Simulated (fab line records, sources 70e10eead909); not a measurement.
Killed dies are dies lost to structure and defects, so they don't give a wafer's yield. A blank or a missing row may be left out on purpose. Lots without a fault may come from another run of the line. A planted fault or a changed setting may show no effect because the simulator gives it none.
fab line records | flow nand_harc | part 1 of 2: steps 1 to 25 of 39
record lots=5 wafers=15 last_day=33
route steps=1302 shown A_STAIRCASE@860 A_SGD_CUT@890
lots that met no fault: from a run of the same line without faults
start_h: hours from the record's first day to the start of the lot's first wafer shown | wait_h: hours since the lot's step before | " the same as in the row above | L1.1+2: a row that stands for several wafers | - no value, or no start given | * or withheld: withheld | < > ~ a bound
route shown NAME@n: a module of which the file shows steps, and the number in the route of the first | usual: mean/standard deviation of fault-free wafers | same: alike in all rows | chamber/n: place in a boat | sites: the reading at each site | _std_site: their standard deviation | _edge_site: outer sites' mean less inner sites' | radius_mm: how far each site lies from the wafer's centre | mask NAME#n: copy n | behind: the tool/chamber that last shaped the wafer | hold: why the lot was held/for how many hours/how that ended | device: the transistor (n, p or np) that didn't switch | end of line: the same wafers' tests at the end of the route | a step without rows: its recipe alone | killed: dies lost to structure and defects at the first sort, not the wafer's yield | map: a wafer's dies, x killed, . not, _ none there
set.NAME: the setting as run; set.NAME@STEP: as run at that earlier step | model.NAME: the simulator's own value behind a step, which no gauge read
lots at some steps of the route; a table a step, a row a wafer
services: from which hour (start_h, from the record's first day; less than 0 if before it) a tool's chamber was out of use, for how many hours, and why
## steps
# step NHARC_A_STAIRCASE_HMDS_434
# recipe time_s=30
# same time_s=30
# columns lot.wafer tool chamber start_h wait_h
L074.2+3+4 litho_track-07 0 - -
L084.4+5+6 litho_track-07 0 - -
L089.3+5+6 litho_track-02 0 - -
L088.1+3+4 litho_track-07 0 - -
L096.2+4+6 litho_track-02 0 - -
# step NHARC_A_STAIRCASE_COAT_435
# recipe spin_rpm=1200
# columns lot.wafer tool chamber start_h wait_h
L074.2+3+4 litho_track-07 0 - -
L084.4+5+6 litho_track-07 0 - -
L089.3+5+6 litho_track-02 0 - -
L088.1+3+4 litho_track-07 0 - -
L096.2+4+6 litho_track-02 0 - -
# step NHARC_A_STAIRCASE_SOFTBAKE_436
# recipe temp_c=135 time_s=170
# same time_s=170
# columns lot.wafer tool chamber start_h wait_h
L074.2+3+4 litho_track-07 0 - -
L084.4+5+6 litho_track-07 0 - -
L089.3+5+6 litho_track-02 0 - -
L088.1+3+4 litho_track-07 0 - -
L096.2+4+6 litho_track-02 0 - -
# step NHARC_A_STAIRCASE_EBR_437
# columns lot.wafer tool chamber start_h wait_h
L074.2+3+4 litho_track-07 0 - -
L084.4+5+6 litho_track-07 0 - -
L089.3+5+6 litho_track-02 0 - -
L088.1+3+4 litho_track-07 0 - -
L096.2+4+6 litho_track-02 0 - -
# step NHARC_A_STAIRCASE_EXPOSE_438
# recipe na=0.5 dose_mj=28.97 mask_id=STAIR_REV
# usual reticle_temp_C=23.00/0.1 stage_vel_mm_s=500.02/0.24
# columns lot.wafer tool chamber start_h wait_h mask reticle_temp_C stage_vel_mm_s
L074.2 krf_scanner-03 0 446.19 - STAIR_REV#0 22.86 500.38
L074.3 " 0 " " STAIR_REV#0 22.99 500.22
L074.4 " 0 " " STAIR_REV#0 22.87 500.17
L084.4 krf_scanner-01 0 529.81 - STAIR_REV#0 23.17 500.00
L084.5 " 0 " " STAIR_REV#0 22.98 500.28
L084.6 " 0 " " STAIR_REV#0 23.05 500.46
L089.3 krf_scanner-02 0 568.51 - STAIR_REV#0 23.01 500.02
L089.5 " 0 " " STAIR_REV#0 23.04 500.17
L089.6 " 0 " " STAIR_REV#0 23.01 500.02
L088.1 krf_scanner-01 0 568.66 - STAIR_REV#0 22.86 500.14
L088.3 " 0 " " STAIR_REV#0 22.93 500.11
L088.4 " 0 " " STAIR_REV#0 22.93 499.84
L096.2 krf_scanner-01 0 635.29 - STAIR_REV#0 22.98 499.91
L096.4 " 0 " " STAIR_REV#0 22.93 500.04
L096.6 " 0 " " STAIR_REV#0 22.95 499.89
# step NHARC_A_STAIRCASE_PEB_439
# recipe peb_temp_c=115 peb_time_s=130
# columns lot.wafer tool chamber start_h wait_h
L074.2+3+4 litho_track-02 0 446.25 0.1
L084.4+5+6 litho_track-05 0 529.86 0.0
L089.3+5+6 litho_track-02 0 568.56 0.0
L088.1+3+4 litho_track-05 0 568.72 0.1
L096.2+4+6 litho_track-07 0 635.36 0.1
# step NHARC_A_STAIRCASE_DEVELOP_440
# recipe time_s=140
# same time_s=140
# columns lot.wafer tool chamber start_h wait_h
L074.2+3+4 litho_track-02 0 - -
L084.4+5+6 litho_track-05 0 - -
L089.3+5+6 litho_track-02 0 - -
L088.1+3+4 litho_track-05 0 - -
L096.2+4+6 litho_track-07 0 - -
# step NHARC_A_STAIRCASE_HARDBAKE_442
# recipe temp_c=120 time_s=140
# same time_s=140
# columns lot.wafer tool chamber start_h wait_h
L074.2+3+4 litho_track-02 0 446.47 -
L084.4+5+6 litho_track-05 0 530.09 -
L089.3+5+6 litho_track-02 0 568.79 -
L088.1+3+4 litho_track-05 0 568.94 -
L096.2+4+6 litho_track-02 0 635.58 -
# step NHARC_A_STAIRCASE_DESCUM_443
# recipe time_s=3 o2_flow_sccm=200 ar_flow_sccm=0 bias_power_w=0 chemistry=O2
# usual drypump_motor_current_A=5.6/0.43 o2_flow_sccm=199.9/0.61 oes_product_au=0.999/0.012 rf_vpp_V=57.6/0.9 showerhead_plenum_p_Torr=1.91/0.065 throttle_valve_pct=11.310/0.0094
# same time_s=3
# columns lot.wafer tool chamber start_h wait_h drypump_motor_current_A o2_flow_sccm oes_product_au rf_hours_counter_h rf_vpp_V showerhead_plenum_p_Torr throttle_valve_pct
L074.4 rie_diel-06 1 446.57 - 5.7 200.1 1.010 46 57.9 1.89 11.310
L074.3 " 2 " " 6.6 201.1 0.995 44 58.2 1.86 11.305
L074.2 " 3 " " 5.9 200.9 0.991 46 56.1 1.89 11.306
L084.4 rie_diel-08 0 530.22 - 5.2 200.1 1.002 - 58.3 1.90 11.309
L084.5 " 2 " " 5.4 199.6 1.001 - 58.1 1.88 11.323
L084.6 " 3 " " 5.5 200.6 0.984 - 56.7 1.78 11.309
L089.3 rie_diel-07 1 568.90 - 5.0 200.1 0.985 27 56.4 1.95 11.309
L089.5 " 2 " " 5.3 199.2 0.990 - 59.0 1.97 11.306
L089.6 " 3 " " 5.3 198.5 0.989 - 58.0 1.87 11.309
L088.4 rie_diel-06 1 569.06 - 5.7 199.4 1.017 24 59.0 1.88 11.293
L088.3 " 2 " " 6.7 201.2 1.007 26 58.3 1.85 11.305
L088.1 " 3 " " 5.9 200.5 1.009 22 56.5 1.88 11.311
L096.2 rie_diel-06 3 635.81 - 5.9 200.0 1.002 41 58.0 1.87 11.301
L096.4 " 0 " " 5.5 199.2 0.996 - 57.2 2.00 11.321
L096.6 " 2 " " 6.6 200.8 0.990 - 59.1 1.84 11.318
# step NHARC_A_STAIRCASE_ETCH_444
# recipe target_depth_a=2.04e+05 time_s=6800 c4f8_flow_sccm=20 o2_flow_sccm=10 ar_flow_sccm=withheld rf_w=600 bias_w=1000 chemistry=C4F8/O2
# usual bias_w=999.8/3 oes_product_au=0.928/0.016 rf_vpp_V=806/3.9
# same time_s=6800
# columns lot.wafer tool chamber start_h wait_h bias_w oes_product_au rf_hours_counter_h rf_vpp_V
L074.3 rie_diel-06 1 449.43 2.8 999.5 0.924 51 806
L074.2 " 0 450.68 4.1 1002.6 0.917 50 812
L074.4 " 1 " " 1002.2 0.933 - 806
L084.5 rie_diel-08 3 532.25 2.0 996.7 0.908 - 799
L084.4 " 0 " " 997.6 0.922 - 806
L084.6 " 2 " " 1000.8 0.928 - 806
L089.3 rie_diel-07 1 569.01 0.1 993.3 0.914 28 809
L089.6 " 1 570.89 2.0 999.4 0.927 - 809
L089.5 " 2 " " 995.9 0.914 - 810
L088.4 rie_diel-06 2 569.67 0.6 996.0 0.928 27 803
L088.1 " 3 " " 999.9 0.929 23 804
L088.3 " 0 " " 1003.3 0.916 22 814
L096.2 rie_diel-06 0 636.29 0.5 997.2 0.914 40 812
L096.4 " 2 638.81 3.0 996.2 0.914 - 802
L096.6 " 3 " " 1000.3 0.927 - 804
# step NHARC_A_STAIRCASE_STRIP_446
# recipe power_w=1500 temp_c=250 chemistry=O2
# usual drypump_motor_current_A=5.8/0.45 heater_power_w=323/23 temp_c=250.00/0.19
# columns lot.wafer tool chamber start_h wait_h drypump_motor_current_A heater_power_w rf_hours_counter_h temp_c
L074.2 plasma_asher-02 0 454.74 0.0 6.1 319 5 249.63
L074.3 " 0 " " 6.1 314 - 249.85
L074.4 " 1 " " 6.2 352 - 250.10
L084.4 plasma_asher-02 0 535.83 0.2 6.1 323 - 249.99
L084.5 " 1 " " 6.2 352 - 250.14
L084.6 " 0 " " 6.1 323 - 250.01
L089.3 plasma_asher-02 0 573.46 0.1 6.1 327 - 249.94
L089.6 " 0 " " 6.1 322 - 250.00
L089.5 " 1 " " 6.2 354 - 250.33
L088.1 plasma_asher-02 1 573.65 0.1 6.2 359 29 249.99
L088.3 " 1 " " 6.2 358 - 250.05
L088.4 " 0 " " 6.1 318 - 250.25
L096.2 plasma_asher-01 0 641.62 0.0 5.6 307 24 249.92
L096.4 " 0 " " 5.6 303 - 249.59
L096.6 " 1 " " 5.1 295 - 250.16
# step NHARC_A_STAIRCASE_STRIP_447
# recipe time_s=900 temp_c=130 chemistry=SPM
# usual temp_c=130.00/0.13
# same time_s=900
# columns lot.wafer tool chamber start_h wait_h temp_c
L074.4 wet_bench-05 1 455.08 0.2 129.94
L074.2 " 2 " " 129.84
L074.3 " 5 " " 130.16
L084.6 wet_bench-05 4 536.04 0.1 129.76
L084.5 " 6 " " 130.06
L084.4 " 0 " " 129.99
L089.3 wet_bench-05 7 573.74 0.2 130.03
L089.5 " 0 " " 130.18
L089.6 " 2 " " 129.91
L088.4 wet_bench-03 2 574.03 0.2 130.06
L088.3 " 3 " " 130.00
L088.1 " 4 " " 130.10
L096.6 wet_bench-03 5 641.97 0.1 129.84
L096.2 " 6 " " 129.88
L096.4 " 0 " " 130.05
# step NHARC_A_STAIRCASE_PRECLEAN_448
# recipe time_s=* temp_c=50 bath_age_min=0 chemistry=SC1
# usual temp_c=49.99/0.11
# same time_s=*
# columns lot.wafer tool chamber start_h wait_h temp_c
L074.4 wet_bench-05 1 - - 49.94
L074.2 " 2 " " 49.90
L074.3 " 5 " " 50.08
L084.6 wet_bench-05 4 - - 49.85
L084.5 " 6 " " 49.89
L084.4 " 0 " " 49.93
L089.3 wet_bench-05 7 - - 49.98
L089.5 " 0 " " 50.13
L089.6 " 2 " " 49.90
L088.4 wet_bench-03 2 - - 49.90
L088.3 " 3 " " 49.96
L088.1 " 4 " " 49.99
L096.6 wet_bench-03 5 - - 49.88
L096.2 " 6 " " 49.98
L096.4 " 0 " " 49.89
# step NHARC_A_STAIRCASE_SRD_449
# columns lot.wafer tool chamber start_h wait_h
L074.4+2+3 wet_bench-05 1,2,5 - -
L084.6+5+4 wet_bench-05 4,6,0 - -
L089.3+5+6 wet_bench-05 7,0,2 - -
L088.4+3+1 wet_bench-03 2,3,4 - -
L096.6+2+4 wet_bench-03 5,6,0 - -
# step NHARC_A_STAIRCASE_CMP_450
# recipe target_thk_nm=200 material=SiO2
# usual motor_current_A=11.8/1.3
# columns lot.wafer tool chamber start_h wait_h motor_current_A
L074.2 cmp-02 1 455.53 - 14.1
L074.3 " 2 " " 12.2
L074.4 " 3 " " 13.7
L084.4 cmp-03 2 536.49 - 12.1
L084.5 " 2 " " 11.9
L084.6 " 3 " " 9.5
L089.3 cmp-03 2 574.18 - 12.1
L089.5 " 1 " " 11.1
L089.6 " 2 " " 13.1
L088.3 cmp-01 2 574.47 - 10.4
L088.4 " 3 " " 10.9
L088.1 " 0 " " 13.5
L096.2 cmp-02 1 642.51 - 14.2
L096.4 " 0 " " 10.9
L096.6 " 1 " " 12.9
# step NHARC_A_STAIRCASE_CMP_152
# usual motor_current_A=11.7/1.3
# columns lot.wafer tool chamber start_h wait_h motor_current_A
L074.2 cmp-02 1 455.61 0.1 13.6
L074.3 " 2 " " 12.1
L074.4 " 3 " " 13.3
L084.4 cmp-03 2 536.56 0.1 12.6
L084.5 " 2 " " 12.4
L084.6 " 3 " " 9.2
L089.3 cmp-03 2 574.26 0.1 12.0
L089.5 " 1 " " 10.7
L089.6 " 2 " " 12.3
L088.3 cmp-01 2 574.55 0.1 10.2
L088.4 " 3 " " 12.0
L088.1 " 0 " " 13.8
L096.2 cmp-02 1 642.59 0.1 13.5
L096.4 " 0 " " 11.7
L096.6 " 1 " " 13.4
# step NHARC_A_STAIRCASE_SRD_154
# columns lot.wafer tool chamber start_h wait_h
L074.3+4+2 wet_bench-07 5,7,1 455.91 0.0
L084.4+6+5 wet_bench-07 5,7,1 536.85 0.0
L089.5+6+3 wet_bench-07 2,3,4 574.54 0.0
L088.4+3+1 wet_bench-03 3,4,7 574.82 0.0
L096.2+6+4 wet_bench-03 3,6,7 642.87 0.0
# step NHARC_A_STAIRCASE_ETCH_403
# recipe target_depth_a=1082 chemistry=dHF material=SiO2
# columns lot.wafer tool chamber start_h wait_h
L074.3+4+2 wet_bench-07 5,7,1 455.93 0.0
L084.4+6+5 wet_bench-07 5,7,1 536.87 0.0
L089.5+6+3 wet_bench-07 2,3,4 574.56 0.0
L088.4+3+1 wet_bench-03 3,4,7 574.85 0.0
L096.2+6+4 wet_bench-03 3,6,7 642.90 0.0
# step NHARC_A_STAIRCASE_ETCHBACK_422
# recipe target_depth_a=400 over_etch_frac=0.3 time_s=74.286 ion_energy_ev=120 ch3f_flow_sccm=50 o2_flow_sccm=30 ar_flow_sccm=200 rf_w=500 bias_w=100 chemistry=CH3F/O2
# usual bias_w=100.00/0.29 drypump_motor_current_A=5.5/0.37 o2_flow_sccm=30.00/0.08 oes_product_au=0.95/0.038 rf_vpp_V=244.2/1.4 showerhead_plenum_p_Torr=2.45/0.087 throttle_valve_pct=20.662/0.0082
# same time_s=74.286
# columns lot.wafer tool chamber start_h wait_h bias_w drypump_motor_current_A o2_flow_sccm oes_product_au rf_hours_counter_h rf_vpp_V showerhead_plenum_p_Torr throttle_valve_pct
L074.4 rie_diel-07 3 456.08 0.1 99.70 5.2 30.07 0.91 44 242.9 2.42 20.654
L074.3 " 0 " " 100.00 6.1 29.79 0.91 41 246.9 2.60 20.675
L074.2 " 2 " " 99.79 5.2 30.06 0.91 47 244.9 2.54 20.662
L084.4 rie_diel-07 3 537.04 0.2 100.19 5.3 29.94 0.91 17 243.8 2.41 20.655
L084.6 " 2 " " 100.06 5.2 30.08 0.92 - 246.1 2.53 20.666
L084.5 " 3 " " 100.34 5.3 29.98 0.92 - 243.1 2.41 20.673
L089.3 rie_diel-08 3 574.72 0.1 99.83 5.5 30.03 0.99 4 242.6 2.29 20.664
L089.5 " 2 " " 99.91 5.4 30.11 0.99 - 243.4 2.42 20.657
L089.6 " 3 " " 100.25 5.5 29.91 0.99 - 243.3 2.29 20.650
L088.3 rie_diel-08 0 574.99 0.1 99.79 5.2 29.91 1.01 4 244.5 2.44 20.648
L088.1 " 2 " " 99.97 5.4 30.07 1.00 4 244.5 2.42 20.669
L088.4 " 3 " " 99.84 5.6 29.92 1.01 4 242.4 2.29 20.670
L096.4 rie_diel-06 1 643.05 0.1 99.76 5.7 29.79 0.93 44 243.2 2.40 20.657
L096.2 " 2 " " 100.09 6.7 30.06 0.92 55 244.8 2.37 20.665
L096.6 " 2 " " 100.42 6.6 29.87 0.91 - 242.6 2.37 20.666
# step NHARC_A_STAIRCASE_ETCH_423
# recipe target_depth_a=300 chemistry=dHF material=SiO2
# columns lot.wafer tool chamber start_h wait_h
L074.4+2+3 wet_bench-03 4,5,6 456.27 0.2
L084.5+4+6 wet_bench-07 5,7,0 537.21 0.1
L089.3+6+5 wet_bench-07 3,4,6 574.88 0.1
L088.1+4+3 wet_bench-05 7,2,3 575.17 0.1
L096.2+6+4 wet_bench-03 6,7,3 643.21 0.1
# step NHARC_A_STAIRCASE_ETCHBACK_157
# recipe target_depth_a=900 over_etch_frac=0.3 time_s=167.14 ion_energy_ev=120 ch3f_flow_sccm=50 o2_flow_sccm=30 ar_flow_sccm=200 rf_w=500 bias_w=100 chemistry=CH3F/O2
# usual bias_w=100.03/0.29 drypump_motor_current_A=5.5/0.36 o2_flow_sccm=30.01/0.099 oes_product_au=0.971/0.029 rf_vpp_V=244.3/1.4 showerhead_plenum_p_Torr=2.45/0.084 throttle_valve_pct=20.662/0.0083
# same time_s=167.14
# columns lot.wafer tool chamber start_h wait_h bias_w drypump_motor_current_A o2_flow_sccm oes_product_au rf_hours_counter_h rf_vpp_V showerhead_plenum_p_Torr throttle_valve_pct
L074.2 rie_diel-06 0 456.43 0.1 100.28 5.5 29.99 0.973 53 245.8 2.59 20.665
L074.3 " 1 " " 100.11 5.7 29.85 1.005 54 242.7 2.43 20.663
L074.4 " 0 " " 100.17 5.5 30.00 0.976 - 246.0 2.59 20.668
L084.4 rie_diel-07 2 537.42 0.2 100.01 5.2 30.15 0.990 18 244.6 2.53 20.649
L084.5 " 0 " " 99.62 6.1 29.96 0.965 - 246.3 2.59 20.670
L084.6 " 1 " " 100.10 5.0 30.11 0.964 - 245.0 2.51 20.672
L089.3 rie_diel-08 3 575.13 0.2 99.91 5.5 30.00 1.000 4 242.8 2.29 20.653
L089.5 " 0 " " 99.96 5.2 30.12 1.012 - 243.7 2.44 20.654
L089.6 " 1 " " 100.74 5.8 30.08 1.019 - 246.3 2.48 20.666
L088.4 rie_diel-08 2 575.35 0.1 99.50 5.4 29.99 0.989 4 243.8 2.42 20.662
L088.1 " 3 " " 99.74 5.5 30.12 0.989 4 240.8 2.29 20.644
L088.3 " 0 " " 100.18 5.2 30.01 1.013 4 243.5 2.44 20.671
L096.4 rie_diel-06 3 643.40 0.1 99.77 5.9 30.03 0.933 47 244.2 2.40 20.661
L096.2 " 1 " " 99.52 5.7 30.03 0.948 44 243.6 2.40 20.665
L096.6 " 0 " " 99.95 5.5 30.03 0.926 - 245.3 2.57 20.660
# step NHARC_A_STAIRCASE_STRIP_475
# recipe time_s=20 o2_flow_sccm=500 ar_flow_sccm=0 bias_w=0 chemistry=O2
# usual drypump_motor_current_A=5.5/0.37 o2_flow_sccm=499.9/1.6 oes_product_au=0.998/0.011 rf_vpp_V=57.7/0.87 showerhead_plenum_p_Torr=3.51/0.12 throttle_valve_pct=17.037/0.0088
# same bias_w=0 time_s=20
# columns lot.wafer tool chamber start_h wait_h drypump_motor_current_A o2_flow_sccm oes_product_au rf_hours_counter_h rf_vpp_V showerhead_plenum_p_Torr throttle_valve_pct
L074.2 rie_diel-06 3 456.66 0.2 5.9 499.0 0.994 53 57.3 3.49 17.031
L074.3 " 1 " " 5.7 499.1 1.010 54 57.2 3.48 17.031
L074.4 " 3 " " 5.9 500.2 0.990 - 56.4 3.49 17.030
L084.4 rie_diel-07 1 - - 5.0 501.2 0.983 19 56.8 3.59 17.030
L084.5 " 0 " " 6.2 498.7 0.982 - 57.3 3.71 17.046
L084.6 " 1 " " 5.0 500.2 0.995 - 57.4 3.59 17.047
L089.3 rie_diel-08 0 - - 5.3 498.1 1.018 4 57.5 3.50 17.044
L089.5 " 2 " " 5.4 498.5 0.988 - 57.6 3.47 17.039
L089.6 " 3 " " 5.5 500.1 1.006 - 56.1 3.30 17.051
L088.4 rie_diel-08 1 - - 5.8 503.3 1.014 4 56.0 3.56 17.029
L088.1 " 2 " " 5.4 500.1 0.986 5 58.3 3.47 17.039
L088.3 " 3 " " 5.5 500.0 0.989 4 57.2 3.30 17.053
L096.2 rie_diel-06 0 - - 5.5 499.7 0.988 44 58.3 3.68 17.030
L096.4 " 1 " " 5.7 501.1 0.999 44 58.1 3.45 17.042
L096.6 " 3 " " 5.9 499.2 1.002 - 57.4 3.45 17.033
# step NHARC_A_STAIRCASE_DEP_471
# recipe target_thk_a=1000 temp_c=400 pressure_torr=6.5 rf_w=900 teos_flow_sccm=161.4 flow_sccm=2650 target_thk_nm=100 gas=O2 material=SiO2
# usual heater_power_w=550/73 showerhead_vpp_V=1845/50 throttle_valve_pct=16.0/0.67
# columns lot.wafer tool chamber start_h wait_h heater_power_w showerhead_vpp_V throttle_valve_pct
L074.3 pecvd-03 0 458.11 - 586 1829 16.0
L074.2 " 1 " " 673 1834 16.0
L074.4 " 2 " " 588 1812 15.8
L084.4 pecvd-04 0 537.75 - 609 1908 17.4
L084.5 " 1 " " 516 1861 14.8
L084.6 " 2 " " 659 1896 16.6
L089.3 pecvd-04 2 575.48 - 567 1928 16.6
L089.5 " 2 " " 569 1893 16.3
L089.6 " 1 " " 465 1845 14.6
L088.3 pecvd-04 0 575.65 - 537 1884 17.5
L088.1 " 1 " " 515 1883 14.8
L088.4 " 2 " " 537 1911 16.5
L096.2 pecvd-02 1 643.68 - 468 1726 15.4
L096.6 " 1 " " 465 1725 15.3
L096.4 " 2 " " 430 1827 15.7
# step NHARC_A_STAIRCASE_CMP_472
# recipe material=SiO2
# usual motor_current_A=11.9/1.3
# columns lot.wafer tool chamber start_h wait_h motor_current_A
L074.4 cmp-02 1 458.38 0.2 14.3
L074.2 " 2 " " 12.0
L074.3 " 3 " " 13.1
L084.4 cmp-01 3 538.01 0.2 11.0
L084.6 " 0 " " 13.9
L084.5 " 1 " " 11.7
L089.3 cmp-02 1 575.80 0.3 13.9
L089.6 " 3 " " 13.5
L089.5 " 0 " " 9.6
L088.3 cmp-03 0 575.93 0.2 13.3
L088.4 " 1 " " 11.1
L088.1 " 2 " " 12.4
L096.4 cmp-02 2 643.96 0.1 12.1
L096.2 " 1 " " 13.3
L096.6 " 2 " " 11.6
# step NHARC_A_STAIRCASE_SRD_474
# columns lot.wafer tool chamber start_h wait_h
L074.3+2+4 wet_bench-05 5,0,1 458.63 0.0
L084.6+5+4 wet_bench-05 0,2,5 538.19 0.0
L089.6+3+5 wet_bench-03 2,4,5 576.02 0.0
L088.3+1+4 wet_bench-05 6,0,1 576.19 0.0
L096.4+6+2 wet_bench-05 2,3,5 644.22 0.0
